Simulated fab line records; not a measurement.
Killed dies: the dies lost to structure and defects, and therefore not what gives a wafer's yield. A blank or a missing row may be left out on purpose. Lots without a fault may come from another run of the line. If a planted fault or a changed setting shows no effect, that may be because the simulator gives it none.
Which tool is to blame? ; flow nand_harc ; 39 wafers from 13 lots sampled at 2 of the route's 1302 steps

== WHAT THE GAUGES SHOWED, per wafer ==
NHARC_A_DECK1_JOINT_THK_MEAS_14: measures by ellipsometry.
lot;measured;on;thk_nm (nm)
L265;day 12 18:44;film_metro-01;50.8 48.2 51.3
L266;day 12 18:45;film_metro-02;52.0 49.7 50.8
L267;day 13 14:26;film_metro-02;51.5 51.7 51.9
L268;day 13 14:26;film_metro-01;51.8 52.0 51.1
L269;day 14 10:26;film_metro-01;52.8 51.9 49.6
L271;day 15 02:30;film_metro-01;50.8 54.4 51.9
L272;day 15 17:40;film_metro-02;48.2 49.4 51.2
L274;day 16 04:32;film_metro-02;51.6 50.7 50.1
L277;day 17 11:17;film_metro-02;52.1 49.7 50.0
L279;day 18 11:14;film_metro-01;53.1 49.2 50.2
L278;day 18 07:46;film_metro-01;52.4 51.1 52.5
L284;day 20 21:01;film_metro-02;49.0 50.8 54.8
L285;day 21 01:19;film_metro-01;50.3 52.7 50.4

== TOOL THAT RAN EACH LOT (tool first, then ch and the chambers of the sampled wafers, then the start) ==
lot;NHARC_A_CHANNEL_FILL_D1_ALD_02
L265;ald_hk-04 ch 0,1, day 10 07:31
L266;ald_hk-04 ch 0,3, day 10 09:35
L267;ald_hk-03 ch 0,3, day 11 04:21
L268;ald_hk-04 ch 1,2,3, day 11 05:47
L269;ald_hk-02 ch 0,1,3, day 11 20:00
L271;ald_hk-02 ch 0,1,2, day 12 13:44
L272;ald_hk-02 ch 0,1,2, day 13 04:28
L274;ald_hk-04 ch 1,2,3, day 13 12:44
L277;ald_hk-04 ch 2,3, day 14 23:50
L279;ald_hk-03 ch 0,3, day 15 20:10
L278;ald_hk-03 ch 2,3, day 15 20:45
L284;ald_hk-04 ch 0,1, day 18 10:28
L285;ald_hk-02 ch 0,1,2, day 18 15:06
- NHARC_A_CHANNEL_FILL_D1_ALD_02: deposits SiO2, target thk 6 nm, pulse time 10 s, ald cycles 60.

== AS READ BY THE TOOLS THEMSELVES (means over the sampled wafers that have a number; for cases with no such wafer, the mark the record gives instead) ==
NHARC_A_CHANNEL_FILL_D1_ALD_02.
lot;tool;heater_power_w (W);precursor_pulse_height_rel
L265;ald_hk-04;528;0.994
L266;ald_hk-04;424;1.001
L267;ald_hk-03;512;1.005
L268;ald_hk-04;479;1.000
L269;ald_hk-02;463;0.997
L271;ald_hk-02;444;1.017
L272;ald_hk-02;439;0.996
L274;ald_hk-04;464;1.001
L277;ald_hk-04;441;0.977
L279;ald_hk-03;499;1.013
L278;ald_hk-03;424;0.989
L284;ald_hk-04;504;1.002
L285;ald_hk-02;426;1.002

== THE ANSWER, worked out from the rows above alone ==
Rule: the lots themselves supply what counts as usual. The widest of any qualifying gaps counts: lots, ordered by their means at a reading, are off when they make up no more than a third of the lots, leave a main group of 4 or more, and stand apart from it by 3 or more times the standard deviation of that group's means. A main group whose means are all the same, to the digits that the tables above print for the reading, isn't used. Also off: a lot with no number at a reading for which 4 or more lots have one. All remaining lots with rows at the step are treated as sound. First the gauges in route order, then the tools' own readings, where a lot's mean is used as printed above. The first step at which some lot is off is used, and at that step the reading that is off furthest; a lot without a number counts as furthest.
Nothing can be told from this: no lot is off at any reading shown.

== WHAT THE SIMULATOR HAD INSERTED ==
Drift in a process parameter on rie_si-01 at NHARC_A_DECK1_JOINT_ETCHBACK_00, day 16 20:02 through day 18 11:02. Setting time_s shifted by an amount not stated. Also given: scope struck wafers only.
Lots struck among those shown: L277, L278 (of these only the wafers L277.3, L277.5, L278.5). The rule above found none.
